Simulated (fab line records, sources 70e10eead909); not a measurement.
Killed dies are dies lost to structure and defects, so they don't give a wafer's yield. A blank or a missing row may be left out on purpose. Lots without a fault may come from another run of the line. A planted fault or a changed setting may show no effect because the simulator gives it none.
Chamber matching | flow nand_harc | NHARC_A_STAIRCASE_ETCH_292 on rie_diel-11: 4 sister chambers
The step etches the open film in CF4/CHF3. 16 wafers are shown with their chamber, then 8 later ones without.

WAFERS WITH THEIR CHAMBER
wafer  | chamber | drypump_motor_current_A (A) | showerhead_plenum_p_Torr (Torr) | rf_vpp_V (V)
L075.2 | 3       | 6.3                         | 1.62                            | 372.0
L075.3 | 1       | 6.4                         | 1.61                            | 372.6
L075.5 | 3       | 6.3                         | 1.62                            | 372.2
L076.3 | 1       | 6.4                         | 1.61                            | 372.0
L076.5 | 1       | 6.3                         | 1.61                            | 371.4
L076.6 | 0       | 5.3                         | 1.67                            | 373.5
L077.2 | 3       | 6.3                         | 1.62                            | 372.8
L077.4 | 0       | 5.3                         | 1.67                            | 374.0
L077.6 | 1       | 6.3                         | 1.60                            | 373.0
L078.3 | 2       | 5.5                         | 1.51                            | 368.8
L078.4 | 0       | 5.3                         | 1.67                            | 373.9
L078.5 | 0       | 5.3                         | 1.67                            | 374.0
L081.2 | 0       | 5.3                         | 1.67                            | 373.3
L081.4 | 2       | 5.5                         | 1.51                            | 366.7
L081.6 | 0       | 5.3                         | 1.67                            | 375.1
L091.3 | 3       | 6.3                         | 1.60                            | 373.2

SIGNATURES (means of the wafers above)
reading                  | chamber 0 | chamber 1 | chamber 2 | chamber 3 | scatter within a chamber
drypump_motor_current_A  | 5.300     | 6.350     | 5.500     | 6.300     | 0.0289
showerhead_plenum_p_Torr | 1.6700    | 1.6075    | 1.5100    | 1.6150    | 0.00559
rf_vpp_V                 | 373.967   | 372.250   | 367.750   | 372.550   | 0.738
Rule: a wafer's distance from a chamber is the root of the sum, over the readings, of the square of ((its reading less the chamber's mean) divided by the reading's scatter). The wafer belongs to the nearest chamber; if the next one is less than 2 further off, it can't be placed. The scatter: the root of (the sum of the squares of (reading less its chamber's mean) over the shown wafers, divided by (wafers less chambers)).

WAFERS WITHOUT THEIR CHAMBER
wafer  | drypump_motor_current_A (A) | showerhead_plenum_p_Torr (Torr) | rf_vpp_V (V)
L091.4 | 5.5                         | 1.50                            | 369.0
L091.5 | 5.5                         | 1.50                            | 368.8
L092.3 | 6.4                         | 1.59                            | 370.6
L092.4 | 6.3                         | 1.60                            | 373.3
L092.5 | 6.4                         | 1.59                            | 370.6
L093.1 | 5.3                         | 1.66                            | 374.6
L093.5 | 6.4                         | 1.59                            | 371.4
L093.6 | 5.5                         | 1.50                            | 370.0

WHICH CHAMBER EACH WENT THROUGH
wafer  | from the rows above     | in truth
L091.4 | 2                       | 2
L091.5 | 2                       | 2
L092.3 | 1                       | 1
L092.4 | can't be placed: 1 or 3 | 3
L092.5 | 1                       | 1
L093.1 | 0                       | 0
L093.5 | 1                       | 1
L093.6 | 2                       | 2
Placed correctly: 7 of 8. Can't be placed from these rows: 1 (the true chamber is among the candidates in 1). Placed wrongly: 0.
